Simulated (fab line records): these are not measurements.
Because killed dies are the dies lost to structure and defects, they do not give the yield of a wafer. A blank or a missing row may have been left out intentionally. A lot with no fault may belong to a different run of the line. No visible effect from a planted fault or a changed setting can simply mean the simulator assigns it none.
Split-lot experiment | flow n5-finfet | 21 wafers read across 7 lots, on a route 1938 steps long

THE SPLIT
At N5_BEOL_M0_SAQP_COAT_08 (resist thk 90 nm), the setting spin-rpm was moved away from the recipe's 1500 rpm on 5 of the 21 wafers read, by -7.7% to +3.0%. The other wafers ran this setting at the recipe's value.

FROM THE SPLIT TO THE READING: what the file shows between them, 5 steps
- N5_BEOL_M0_SAQP_EBR_10
- N5_BEOL_M0_SAQP_SOFTBAKE_09: time 60 s
- N5_BEOL_M0_SAQP_EXPOSE_11: exposes mask M0 CORE, target cd 42 nm
- N5_BEOL_M0_SAQP_PEB_12: peb time 60 s
- N5_BEOL_M0_SAQP_DEVELOP_13: develop time 30 s

THE READING
CAR-ArF_of_BEOL_M0_SAQP_COAT_08.thk-nm (the simulator's own value, which no gauge read), in nm, at N5_BEOL_M0_SAQP_DESCUM_19 (chemistry O2, time 7.9 s). No usual value for it is given in the file. Average 83.5 nm, standard deviation 0.17 nm, over the 16 wafers here run with the recipe.

wafer  | tool, chamber at the split | spin-rpm as run, rpm | against the recipe | CAR-ArF_of_BEOL_M0_SAQP_COAT_08.thk-nm, nm | against lot-mates on the recipe
L076.2 | litho-track-01, 0          | 1500                 | recipe             | 83.8                                       | -
L076.3 | litho-track-01, 0          | 1500                 | recipe             | 83.4                                       | -
L076.4 | litho-track-01, 0          | 1500                 | recipe             | 83.6                                       | -
L080.1 | litho-track-01, 0          | 1500                 | recipe             | 83.4                                       | -
L080.6 | litho-track-01, 0          | 1500                 | recipe             | 83.4                                       | -
L080.4 | litho-track-01, 0          | 1450                 | -3.3%              | 84.6                                       | +1.2
L081.2 | litho-track-01, 0          | 1500                 | recipe             | 83.4                                       | -
L081.5 | litho-track-01, 0          | 1500                 | recipe             | 83.4                                       | -
L081.4 | litho-track-01, 0          | 1500                 | recipe             | 83.8                                       | -
L082.1 | litho-track-04, 0          | 1500                 | recipe             | 83.4                                       | -
L082.2 | litho-track-04, 0          | 1500                 | recipe             | 83.2                                       | -
L082.6 | litho-track-04, 0          | 1545                 | +3.0%              | 82.2                                       | -1.1
L088.2 | litho-track-04, 0          | 1384                 | -7.7%              | 87.2                                       | +3.7
L088.5 | litho-track-04, 0          | 1500                 | recipe             | 83.4                                       | -
L088.6 | litho-track-04, 0          | 1500                 | recipe             | 83.6                                       | -
L095.2 | litho-track-03, 0          | 1500                 | recipe             | 83.4                                       | -
L095.3 | litho-track-03, 0          | 1500                 | recipe             | 83.8                                       | -
L095.4 | litho-track-03, 0          | 1500                 | recipe             | 83.6                                       | -
L097.2 | litho-track-01, 0          | 1409                 | -6.1%              | 86                                         | +2.4
L097.4 | litho-track-01, 0          | 1500                 | recipe             | 83.6                                       | -
L097.5 | litho-track-01, 0          | 1409                 | -6.1%              | 86.4                                       | +2.8

THE FIT
A straight line over all 21 wafers: CAR-ArF_of_BEOL_M0_SAQP_COAT_08.thk-nm changes by -0.449 nm for each +1% of spin-rpm; r = -0.99; the points scatter about the line by 0.2 nm.
The same after taking each lot's own level away (the mean of its wafers on the recipe; 21 wafers): -0.439 nm for each +1%; r = -0.99; scatter 0.18 nm.
Per that fit: largest spin-rpm move, reading shift of 3.4 nm.
From 83.30 to 83.60 nm: that is the span of the lots' own levels, equal to 1.7 times the standard deviation above.
The two slopes are in agreement: the lot-to-lot level therefore moves the slope only a little.
Check: for one of the wafers moved furthest among these (-7.7%), held out of the fit, the line's prediction against its lot-mates is +3.21 nm. Against them it came out at +3.7 nm.

OTHER SPLITS ON THESE WAFERS
Other splits were also applied to these wafers ahead of the reading. Each is held against what the fit with the lots' levels taken away leaves over:
other split on the same wafers               | wafers away from the commonest value | r with CAR-ArF_of_BEOL_M0_SAQP_COAT_08.thk-nm (lot level and that fit taken away)
N5_HKMG_FIN_ETCH_58 source-w                 | 10                                   | -0.18
N5_GATE_CUT_COAT_34 spin-rpm                 | 8                                    | +0.13
N5_GATE_CUT_COAT_27 spin-rpm                 | 7                                    | +0.15
N5_MOL_CONTACT_COAG_ETCH_105 bias-w          | 3                                    | -0.02
N5_MOL_CONTACT_COAG_CONTACT_ETCH_14 source-w | 3                                    | +0.12

THE WHOLE CHAIN: every reading that the file lists as answering this split, in the file's order
step                       | what it does             | reading                                                                                 | change (the file's fit)               | r (the file's)
N5_BEOL_M0_SAQP_COAT_08    | resist thk 90 nm         | CAR-ArF_of_BEOL_M0_SAQP_COAT_08.thk-nm (the simulator's own value, which no gauge read) | -0.424 nm for each +1% of the setting | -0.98
N5_BEOL_M0_SAQP_DEVELOP_13 | develop time 30 s        | CAR-ArF_of_BEOL_M0_SAQP_COAT_08.thk-nm (the simulator's own value, which no gauge read) | -0.432 nm for each +1% of the setting | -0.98
N5_BEOL_M0_SAQP_DESCUM_19  | chemistry O2, time 7.9 s | CAR-ArF_of_BEOL_M0_SAQP_COAT_08.thk-nm (the simulator's own value, which no gauge read) | -0.443 nm for each +1% of the setting | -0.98

FILE'S OWN FIT
CAR-ArF_of_BEOL_M0_SAQP_COAT_08.thk-nm changes by -0.443 nm for each +1% of spin-rpm, r = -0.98.
